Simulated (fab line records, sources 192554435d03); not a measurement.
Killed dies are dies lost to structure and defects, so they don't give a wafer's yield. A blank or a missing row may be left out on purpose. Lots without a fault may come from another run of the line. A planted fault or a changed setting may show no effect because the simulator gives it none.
Which tool did it? | flow n5_finfet | 21 lots, 63 wafers sampled, at 6 steps of a route of 1938

WHAT THE GAUGES READ, wafer by wafer
N5_MOL_CONTACT_COAG_OVL_MEAS_41. Usual: VD_OVL 0.0 nm, standard deviation 0.73.
lot  | measured     | on         | VD_OVL (nm)    | flag
L074 | day 5 08:04  | overlay-01 | 0.2 0.2 0.8    |
L075 | day 5 14:11  | overlay-01 | -0.8 0.2 -0.8  |
L076 | day 5 14:56  | overlay-01 | 0.0 0.8 1.3    |
L077 | day 5 20:43  | overlay-01 | 0.1 1.1 0.3    |
L078 | day 6 03:41  | overlay-01 | -0.4 0.2 -0.5  |
L079 | day 6 11:27  | overlay-01 | -0.7 -0.3 -0.3 |
L080 | day 6 17:12  | overlay-02 | -0.2 0.2 -0.3  |
L081 | day 6 22:11  | overlay-02 | -1.5 -0.5 0.1  |
L083 | day 7 10:56  | overlay-01 | -0.3 -1.4 -0.6 |
L084 | day 7 14:19  | overlay-02 | 0.6 -0.3 0.4   |
L085 | day 7 20:50  | overlay-01 | -0.6 -0.4 -0.8 |
L087 | day 8 13:13  | overlay-02 | 1.2 0.0 -0.6   |
L088 | day 8 14:48  | overlay-01 | 0.1 1.3 1.5    |
L090 | day 9 08:09  | overlay-02 | -0.4 -0.5 -0.7 |
L091 | day 10 02:25 | overlay-01 | 0.3 -0.4 0.1   |
L092 | day 10 02:50 | overlay-01 | 0.4 -0.6 -0.7  |
L093 | day 10 07:46 | overlay-01 | 0.1 -0.1 0.0   |
L094 | day 10 14:39 | overlay-01 | 0.7 -0.5 -0.2  |
L095 | day 10 18:04 | overlay-01 | 0.4 0.2 0.4    |
L096 | day 11 01:23 | overlay-01 | 0.3 0.2 1.4    |
L097 | day 11 02:07 | overlay-02 | 1.0 -1.0 -0.1  |

WHICH TOOL RAN EACH LOT (tool, then ch and the chambers of the sampled wafers, then the start)
lot  | N5_MOL_CONTACT_COAG_ETCH_59        | N5_MOL_CONTACT_COAG_ETCH_15        | N5_MOL_CONTACT_COAG_STRIP_98       | N5_MOL_CONTACT_COAG_TI_SIL_19 | N5_MOL_CONTACT_COAG_ETCHBACK_132
L074 | rie_diel-01 ch 1,2,3, day 4 20:19  | rie_diel-01 ch 1,2,3, day 4 20:30  | rie_diel-01 ch 1,2,3, day 4 20:37  | pvd_sputter-01, day 4 23:22   | rie_diel-01 ch 0,2,3, day 5 07:13
L075 | rie_diel-01 ch 0,1, day 5 04:26    | rie_diel-01 ch 0,1, day 5 04:38    | rie_diel-01 ch 0,1, day 5 04:44    | pvd_sputter-02, day 5 05:16   | rie_diel-04 ch 0,2, day 5 13:13
L076 | rie_diel-01 ch 1,2,3, day 5 05:21  | rie_diel-01 ch 1,2,3, day 5 05:32  | rie_diel-01 ch 1,2,3, day 5 05:39  | pvd_sputter-02, day 5 06:10   | rie_diel-05 ch 0,1,2, day 5 14:05
L077 | rie_diel-01 ch 0,1,3, day 5 10:24  | rie_diel-01 ch 0,1,3, day 5 10:35  | rie_diel-01 ch 0,1,3, day 5 10:41  | pvd_sputter-01, day 5 11:13   | rie_diel-04 ch 0,1, day 5 19:52
L078 | rie_diel-05 ch 2,3, day 5 15:47    | rie_diel-05 ch 2,3, day 5 15:58    | rie_diel-05 ch 2,3, day 5 16:04    | pvd_sputter-01, day 5 18:17   | rie_diel-05 ch 1,2,3, day 6 02:50
L079 | rie_diel-01 ch 1,2, day 5 23:37    | rie_diel-01 ch 1,2, day 5 23:48    | rie_diel-01 ch 1,2, day 5 23:55    | pvd_sputter-03, day 6 01:56   | rie_diel-05 ch 1,3, day 6 10:29
L080 | rie_diel-01 ch 1,2,3, day 6 04:54  | rie_diel-01 ch 1,2,3, day 6 05:05  | rie_diel-01 ch 1,2,3, day 6 05:11  | pvd_sputter-02, day 6 05:44   | rie_diel-01 ch 0,1,2, day 6 16:22
L081 | rie_diel-01 ch 0,1,3, day 6 10:22  | rie_diel-01 ch 0,1,3, day 6 10:33  | rie_diel-01 ch 0,1,3, day 6 10:40  | pvd_sputter-03, day 6 12:01   | rie_diel-04 ch 2,3, day 6 21:11
L083 | rie_diel-04 ch 0,1, day 6 22:20    | rie_diel-04 ch 0,1, day 6 22:31    | rie_diel-04 ch 0,1, day 6 22:37    | pvd_sputter-01, day 7 00:29   | rie_diel-04 ch 2,3, day 7 09:52
L084 | rie_diel-05 ch 1,3, day 7 03:41    | rie_diel-05 ch 1,3, day 7 03:52    | rie_diel-05 ch 1,3, day 7 03:59    | pvd_sputter-03, day 7 05:09   | rie_diel-04 ch 0,1,3, day 7 13:26
L085 | rie_diel-01 ch 0,2,3, day 7 10:48  | rie_diel-01 ch 0,2,3, day 7 10:59  | rie_diel-01 ch 0,2,3, day 7 11:05  | pvd_sputter-03, day 7 12:01   | rie_diel-01 ch 0,1,3, day 7 19:59
L087 | rie_diel-04 ch 1,2,3, day 7 22:04  | rie_diel-04 ch 1,2,3, day 7 22:16  | rie_diel-04 ch 1,2,3, day 7 22:22  | pvd_sputter-02, day 7 22:56   | rie_diel-04 ch 2,3, day 8 12:13
L088 | rie_diel-04 ch 1,2, day 8 03:48    | rie_diel-04 ch 1,2, day 8 03:59    | rie_diel-04 ch 1,2, day 8 04:05    | pvd_sputter-01, day 8 06:19   | rie_diel-01 ch 0,1,2, day 8 13:58
L090 | rie_diel-04 ch 2,3, day 8 14:38    | rie_diel-04 ch 2,3, day 8 14:55    | rie_diel-04 ch 2,3, day 8 15:04    | pvd_sputter-02, day 8 16:40   | rie_diel-04 ch 0,2, day 9 04:23
L091 | rie_diel-04 ch 0,2,3, day 9 10:52  | rie_diel-04 ch 0,2,3, day 9 11:02  | rie_diel-04 ch 0,2,3, day 9 11:09  | pvd_sputter-03, day 9 12:25   | rie_diel-01 ch 0,1,3, day 10 01:34
L092 | rie_diel-01 ch 0,1, day 9 11:04    | rie_diel-01 ch 0,1, day 9 11:15    | rie_diel-01 ch 0,1, day 9 11:22    | pvd_sputter-03, day 9 12:31   | rie_diel-01 ch 1,3, day 10 02:00
L093 | rie_diel-04 ch 0,2,3, day 9 18:29  | rie_diel-04 ch 0,2,3, day 9 18:40  | rie_diel-04 ch 0,2,3, day 9 18:46  | pvd_sputter-02, day 9 19:23   | rie_diel-01 ch 0,1,3, day 10 06:54
L094 | rie_diel-01 ch 0,1,3, day 10 04:21 | rie_diel-01 ch 0,1,3, day 10 04:32 | rie_diel-01 ch 0,1,3, day 10 04:38 | pvd_sputter-03, day 10 06:14  | rie_diel-01 ch 1,2,3, day 10 13:41
L095 | rie_diel-04 ch 1,2,3, day 10 06:00 | rie_diel-04 ch 1,2,3, day 10 06:12 | rie_diel-04 ch 1,2,3, day 10 06:18 | pvd_sputter-03, day 10 07:59  | rie_diel-05 ch 1,2,3, day 10 17:04
L096 | rie_diel-05 ch 0,1, day 10 15:05   | rie_diel-05 ch 0,1, day 10 15:16   | rie_diel-05 ch 0,1, day 10 15:22   | pvd_sputter-03, day 10 15:55  | rie_diel-04 ch 2,3, day 11 00:33
L097 | rie_diel-05 ch 0,2, day 10 16:02   | rie_diel-05 ch 0,2, day 10 16:13   | rie_diel-05 ch 0,2, day 10 16:19   | pvd_sputter-01, day 10 16:53  | rie_diel-04 ch 0,1,2, day 11 01:09
- N5_MOL_CONTACT_COAG_ETCH_59: etches underlayer in N2/H2, target depth 13 nm, time 10.4 s.
- N5_MOL_CONTACT_COAG_ETCH_15: etches SiNx in CH3F/O2, stops on Si:P, target depth 7 nm.
- N5_MOL_CONTACT_COAG_STRIP_98: strips in N2/H2.
- N5_MOL_CONTACT_COAG_TI_SIL_19: material Ti, target thk 4.2 nm, time 15 s.
- N5_MOL_CONTACT_COAG_ETCHBACK_132: etches SiO2 in CHF3, target depth 10 nm, time 6.7 s.

WHAT THE TOOLS THEMSELVES READ (means of the sampled wafers that have a number; where no wafer has one, the mark that the record gives instead)
N5_MOL_CONTACT_COAG_ETCH_59. Usual: drypump_motor_current_A 5.8 A, standard deviation 0.49; etch_rf_on_time_s 10.39 s, standard deviation 0.12; oes_product_au 0.68 a.u., standard deviation 0.07; rf_vpp_V 524.2 V, standard deviation 1.8; showerhead_plenum_p_Torr 2.56 Torr, standard deviation 0.058; throttle_valve_pct 17.94 %, standard deviation 0.19.
lot  | tool        | drypump_motor_current_A (A) | etch_rf_on_time_s (s) | oes_product_au (a.u.) | rf_vpp_V (V) | showerhead_plenum_p_Torr (Torr) | throttle_valve_pct (%) | flag
L074 | rie_diel-01 | 5.3                         | 10.39                 | 0.65                  | 525.1        | 2.58                            | 17.96                  |
L075 | rie_diel-01 | 5.9                         | 10.40                 | 0.71                  | 524.3        | 2.53                            | 17.94                  |
L076 | rie_diel-01 | 5.3                         | 10.38                 | 0.65                  | 524.6        | 2.58                            | 17.96                  |
L077 | rie_diel-01 | 5.8                         | 10.19                 | 0.71                  | 523.1        | 2.54                            | 17.96                  |
L078 | rie_diel-05 | 6.0                         | 10.29                 | 0.69                  | 523.4        | 2.52                            | 17.98                  |
L079 | rie_diel-01 | 5.2                         | 10.29                 | 0.63                  | 524.9        | 2.59                            | 17.84                  |
L080 | rie_diel-01 | 5.3                         | 10.30                 | 0.65                  | 524.5        | 2.57                            | 17.96                  |
L081 | rie_diel-01 | 5.8                         | 10.26                 | 0.70                  | 523.8        | 2.53                            | 17.97                  |
L083 | rie_diel-04 | 6.2                         | 10.44                 | 0.58                  | 523.8        | 2.54                            | 18.02                  |
L084 | rie_diel-05 | 6.4                         | 10.33                 | 0.69                  | 522.8        | 2.53                            | 17.84                  |
L085 | rie_diel-01 | 5.6                         | 10.46                 | 0.67                  | 524.8        | 2.55                            | 17.88                  |
L087 | rie_diel-04 | 5.7                         | 10.37                 | 0.66                  | 523.4        | 2.55                            | 18.00                  |
L088 | rie_diel-04 | 5.8                         | 10.65                 | 0.59                  | 524.1        | 2.52                            | 18.13                  |
L090 | rie_diel-04 | 5.5                         | 10.32                 | 0.73                  | 524.4        | 2.58                            | 17.91                  |
L091 | rie_diel-04 | 5.8                         | 10.55                 | 0.71                  | 524.7        | 2.57                            | 17.85                  |
L092 | rie_diel-01 | 6.2                         | 10.36                 | 0.70                  | 522.6        | 2.50                            | 17.89                  |
L093 | rie_diel-04 | 5.7                         | 10.49                 | 0.72                  | 523.9        | 2.57                            | 17.86                  |
L094 | rie_diel-01 | 5.7                         | 10.40                 | 0.67                  | 523.0        | 2.52                            | 18.03                  |
L095 | rie_diel-04 | 5.7                         | 10.31                 | 0.73                  | 523.8        | 2.54                            | 17.87                  |
L096 | rie_diel-05 | 6.3                         | 10.45                 | 0.67                  | 525.5        | 2.59                            | 17.90                  |
L097 | rie_diel-05 | 5.8                         | 10.42                 | 0.66                  | 527.4        | 2.66                            | 18.07                  |

N5_MOL_CONTACT_COAG_ETCH_15. Usual: CH3F_flow_sccm 30.00 sccm, standard deviation 0.094; drypump_motor_current_A 5.8 A, standard deviation 0.49; oes_product_au 0.58 a.u., standard deviation 0.058; rf_vpp_V 298 V, standard deviation 3; showerhead_plenum_p_Torr 2.01 Torr, standard deviation 0.044; throttle_valve_pct 16.40 %, standard deviation 0.18.
lot  | tool        | CH3F_flow_sccm (sccm) | drypump_motor_current_A (A) | oes_product_au (a.u.) | rf_vpp_V (V) | showerhead_plenum_p_Torr (Torr) | throttle_valve_pct (%) | flag
L074 | rie_diel-01 | 29.99                 | 5.3                         | 0.57                  | 298          | 2.03                            | 16.44                  |
L075 | rie_diel-01 | 29.98                 | 5.9                         | 0.61                  | 298          | 2.00                            | 16.37                  |
L076 | rie_diel-01 | 29.91                 | 5.3                         | 0.56                  | 298          | 2.03                            | 16.44                  |
L077 | rie_diel-01 | 30.01                 | 5.7                         | 0.60                  | 296          | 2.00                            | 16.40                  |
L078 | rie_diel-05 | 30.02                 | 6.0                         | 0.59                  | 297          | 1.99                            | 16.51                  |
L079 | rie_diel-01 | 29.94                 | 5.2                         | 0.54                  | 301          | 2.04                            | 16.39                  |
L080 | rie_diel-01 | 30.03                 | 5.3                         | 0.56                  | 298          | 2.02                            | 16.46                  |
L081 | rie_diel-01 | 30.05                 | 5.8                         | 0.60                  | 296          | 1.99                            | 16.42                  |
L083 | rie_diel-04 | 29.99                 | 6.2                         | 0.50                  | 299          | 2.00                            | 16.54                  |
L084 | rie_diel-05 | 29.97                 | 6.4                         | 0.58                  | 294          | 1.99                            | 16.29                  |
L085 | rie_diel-01 | 30.05                 | 5.6                         | 0.57                  | 300          | 2.01                            | 16.39                  |
L087 | rie_diel-04 | 29.96                 | 5.7                         | 0.56                  | 298          | 2.00                            | 16.47                  |
L088 | rie_diel-04 | 29.97                 | 5.8                         | 0.51                  | 297          | 1.99                            | 16.62                  |
L090 | rie_diel-04 | 29.98                 | 5.5                         | 0.62                  | 299          | 2.03                            | 16.33                  |
L091 | rie_diel-04 | 29.94                 | 5.7                         | 0.63                  | 298          | 2.03                            | 16.32                  |
L092 | rie_diel-01 | 29.94                 | 6.2                         | 0.60                  | 298          | 1.97                            | 16.35                  |
L093 | rie_diel-04 | 30.06                 | 5.7                         | 0.61                  | 298          | 2.03                            | 16.31                  |
L094 | rie_diel-01 | 30.02                 | 5.8                         | 0.57                  | 296          | 1.98                            | 16.48                  |
L095 | rie_diel-04 | 29.98                 | 5.7                         | 0.62                  | 298          | 2.00                            | 16.33                  |
L096 | rie_diel-05 | 30.04                 | 6.3                         | 0.57                  | 297          | 2.04                            | 16.30                  |
L097 | rie_diel-05 | 30.05                 | 5.8                         | 0.56                  | 299          | 2.09                            | 16.53                  |

N5_MOL_CONTACT_COAG_STRIP_98. Usual: drypump_motor_current_A 5.8 A, standard deviation 0.49; oes_product_au 0.80 a.u., standard deviation 0.084; rf_vpp_V 54.3 V, standard deviation 1.6; showerhead_plenum_p_Torr 3.37 Torr, standard deviation 0.073; throttle_valve_pct 19.06 %, standard deviation 0.25.
lot  | tool        | drypump_motor_current_A (A) | oes_product_au (a.u.) | rf_vpp_V (V) | showerhead_plenum_p_Torr (Torr) | throttle_valve_pct (%) | flag
L074 | rie_diel-01 | 5.3                         | 0.77                  | 55.1         | 3.41                            | 19.01                  |
L075 | rie_diel-01 | 6.0                         | 0.84                  | 54.0         | 3.34                            | 19.15                  |
L076 | rie_diel-01 | 5.3                         | 0.76                  | 54.4         | 3.41                            | 18.98                  |
L077 | rie_diel-01 | 5.8                         | 0.83                  | 56.0         | 3.35                            | 19.06                  |
L078 | rie_diel-05 | 6.0                         | 0.80                  | 54.4         | 3.33                            | 18.94                  |
L079 | rie_diel-01 | 5.2                         | 0.73                  | 54.4         | 3.41                            | 18.87                  |
L080 | rie_diel-01 | 5.3                         | 0.75                  | 54.5         | 3.40                            | 19.01                  |
L081 | rie_diel-01 | 5.8                         | 0.82                  | 54.2         | 3.35                            | 19.09                  |
L083 | rie_diel-04 | 6.2                         | 0.68                  | 54.5         | 3.35                            | 18.95                  |
L084 | rie_diel-05 | 6.4                         | 0.81                  | 55.7         | 3.34                            | 19.02                  |
L085 | rie_diel-01 | 5.6                         | 0.79                  | 54.7         | 3.37                            | 18.86                  |
L087 | rie_diel-04 | 5.8                         | 0.78                  | 53.5         | 3.36                            | 19.13                  |
L088 | rie_diel-04 | 5.8                         | 0.70                  | 54.8         | 3.33                            | 19.27                  |
L090 | rie_diel-04 | 5.5                         | 0.85                  | 54.7         | 3.41                            | 19.16                  |
L091 | rie_diel-04 | 5.8                         | 0.85                  | 54.5         | 3.40                            | 19.00                  |
L092 | rie_diel-01 | 6.2                         | 0.82                  | 53.2         | 3.30                            | 19.04                  |
L093 | rie_diel-04 | 5.8                         | 0.84                  | 55.2         | 3.40                            | 19.01                  |
L094 | rie_diel-01 | 5.8                         | 0.78                  | 53.7         | 3.33                            | 19.13                  |
L095 | rie_diel-04 | 5.8                         | 0.85                  | 52.3         | 3.35                            | 19.02                  |
L096 | rie_diel-05 | 6.3                         | 0.78                  | 54.8         | 3.42                            | 19.17                  |
L097 | rie_diel-05 | 5.8                         | 0.77                  | 55.3         | 3.51                            | 19.20                  |

N5_MOL_CONTACT_COAG_TI_SIL_19. Usual: chamber_pressure_pa 5.001 Pa, standard deviation 0.01; throttle_valve_pct 30.1 %, standard deviation 1.2.
lot  | tool           | chamber_pressure_pa (Pa) | throttle_valve_pct (%) | flag
L074 | pvd_sputter-01 | 5.005                    | 29.5                   |
L075 | pvd_sputter-02 | 4.984                    | 30.6                   |
L076 | pvd_sputter-02 | 5.006                    | 29.9                   |
L077 | pvd_sputter-01 | 5.004                    | 29.3                   |
L078 | pvd_sputter-01 | 5.009                    | 29.1                   |
L079 | pvd_sputter-03 | 4.993                    | 31.2                   |
L080 | pvd_sputter-02 | 5.007                    | 30.5                   |
L081 | pvd_sputter-03 | 5.006                    | 30.9                   |
L083 | pvd_sputter-01 | 5.000                    | 29.5                   |
L084 | pvd_sputter-03 | 5.002                    | 31.8                   |
L085 | pvd_sputter-03 | 4.995                    | 30.8                   |
L087 | pvd_sputter-02 | 5.006                    | 30.6                   |
L088 | pvd_sputter-01 | 4.999                    | 29.6                   |
L090 | pvd_sputter-02 | 5.010                    | 29.7                   |
L091 | pvd_sputter-03 | 4.998                    | 29.2                   |
L092 | pvd_sputter-03 | 4.998                    | 31.2                   |
L093 | pvd_sputter-02 | 5.005                    | 30.4                   |
L094 | pvd_sputter-03 | 4.999                    | 30.8                   |
L095 | pvd_sputter-03 | 4.994                    | 30.4                   |
L096 | pvd_sputter-03 | 4.999                    | 30.9                   |
L097 | pvd_sputter-01 | 4.999                    | 30.3                   |

N5_MOL_CONTACT_COAG_ETCHBACK_132. Usual: CHF3_flow_sccm 50.00 sccm, standard deviation 0.16; drypump_motor_current_A 5.8 A, standard deviation 0.48; oes_product_au 0.78 a.u., standard deviation 0.088; rf_vpp_V 525 V, standard deviation 5.5; showerhead_plenum_p_Torr 2.39 Torr, standard deviation 0.049; throttle_valve_pct 18.82 %, standard deviation 0.18.
lot  | tool        | CHF3_flow_sccm (sccm) | drypump_motor_current_A (A) | oes_product_au (a.u.) | rf_vpp_V (V) | showerhead_plenum_p_Torr (Torr) | throttle_valve_pct (%) | flag
L074 | rie_diel-01 | 50.11                 | 5.6                         | 0.81                  | 528          | 2.40                            | 18.75                  |
L075 | rie_diel-04 | 50.13                 | 5.8                         | 0.71                  | 526          | 2.41                            | 18.94                  |
L076 | rie_diel-05 | 49.97                 | 6.1                         | 0.79                  | 525          | 2.46                            | 18.78                  |
L077 | rie_diel-04 | 50.06                 | 6.2                         | 0.68                  | 527          | 2.38                            | 18.88                  |
L078 | rie_diel-05 | 50.00                 | 6.2                         | 0.80                  | 522          | 2.39                            | 18.83                  |
L079 | rie_diel-05 | 49.86                 | 6.4                         | 0.81                  | 520          | 2.37                            | 18.68                  |
L080 | rie_diel-01 | 49.96                 | 5.7                         | 0.79                  | 529          | 2.39                            | 18.74                  |
L081 | rie_diel-04 | 49.89                 | 5.5                         | 0.89                  | 525          | 2.42                            | 18.72                  |
L083 | rie_diel-04 | 50.14                 | 5.5                         | 0.78                  | 523          | 2.40                            | 18.88                  |
L084 | rie_diel-04 | 50.15                 | 6.0                         | 0.76                  | 529          | 2.41                            | 18.78                  |
L085 | rie_diel-01 | 49.99                 | 5.8                         | 0.80                  | 521          | 2.37                            | 18.85                  |
L087 | rie_diel-04 | 50.11                 | 5.5                         | 0.85                  | 526          | 2.42                            | 18.75                  |
L088 | rie_diel-01 | 50.08                 | 5.7                         | 0.77                  | 527          | 2.38                            | 18.76                  |
L090 | rie_diel-04 | 49.98                 | 5.8                         | 0.78                  | 524          | 2.39                            | 18.86                  |
L091 | rie_diel-01 | 49.83                 | 5.8                         | 0.78                  | 522          | 2.36                            | 18.88                  |
L092 | rie_diel-01 | 49.89                 | 5.5                         | 0.75                  | 519          | 2.37                            | 18.96                  |
L093 | rie_diel-01 | 50.09                 | 5.8                         | 0.78                  | 521          | 2.36                            | 18.88                  |
L094 | rie_diel-01 | 49.96                 | 5.3                         | 0.83                  | 524          | 2.40                            | 18.77                  |
L095 | rie_diel-05 | 50.05                 | 6.2                         | 0.76                  | 521          | 2.38                            | 18.87                  |
L096 | rie_diel-04 | 49.93                 | 5.5                         | 0.82                  | 525          | 2.41                            | 18.78                  |
L097 | rie_diel-04 | 50.14                 | 6.0                         | 0.84                  | 525          | 2.38                            | 18.70                  |

THE ANSWER, worked out from the rows above alone
Rule: a lot is off if the mean of its wafers that have a number lies more than 3 standard deviations from the usual mean. A lot without any number at a reading at which 4 lots or more have one is off too. The other lots that the step has rows for count as sound. The gauges are gone through in route order, then the tools' own readings, and for those a lot's mean is taken as printed above. The first step at which some lot is off is used, and at that step the reading that is off furthest; a lot without a number counts as furthest.
No lot is off at any reading shown: from this, nothing can be told.

WHAT THE SIMULATOR HAD PUT IN
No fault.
